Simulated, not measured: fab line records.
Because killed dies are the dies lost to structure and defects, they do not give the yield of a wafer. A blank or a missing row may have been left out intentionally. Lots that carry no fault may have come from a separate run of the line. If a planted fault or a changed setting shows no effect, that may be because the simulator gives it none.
Matching of chambers | flow n5_finfet | N5_BEOL_M11_ALD_74 on ald_metal-02 has 4 sister chambers
The step deposits TaN, target thk 2 nm, pulse time 2 s, purge time 3 s. 4 wafers are shown with their chamber, then 11 later ones without.

## WAFERS PAIRED WITH THEIR CHAMBERS
wafer  | chamber | heater_power_w (W)
L090.2 | 2       | 311
L090.3 | 1       | 383
L090.5 | 0       | 436
L091.1 | 3       | 478

## WAFERS WITHOUT THEIR CHAMBER
wafer  | heater_power_w (W)
L091.3 | 438
L091.6 | 378
L094.1 | 468
L094.5 | 376
L094.6 | 455
L093.2 | 436
L093.4 | 468
L093.6 | 481
L095.2 | 315
L095.4 | 476
L095.6 | 311

## EACH ONE'S CHAMBER
wafer  | from the rows above     | in truth
L091.3 | 0                       | 0
L091.6 | 1                       | 1
L094.1 | 3                       | 3
L094.5 | 1                       | 1
L094.6 | can't be placed: 0 or 3 | 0
L093.2 | 0                       | 0
L093.4 | 3                       | 3
L093.6 | 3                       | 3
L095.2 | 2                       | 2
L095.4 | 3                       | 3
L095.6 | 2                       | 2
Correct placement for 10 of the 11. From these rows, 1 cannot be placed; in 1 the true chamber is one of the candidates. Placed wrongly: 0.
How it was worked out, from the rows above alone: a wafer's distance from a chamber is the root of the sum, over the readings, of the square of ((its reading less the chamber's mean) divided by the reading's scatter). If the next closest chamber is less than 2 further off than the closest, the wafer can't be placed; otherwise it belongs to the closest. A chamber's mean is the mean of its shown wafers. The scatter: with one shown wafer a chamber, the root of the mean of the squares of how far each hidden wafer lies from its nearest shown one.
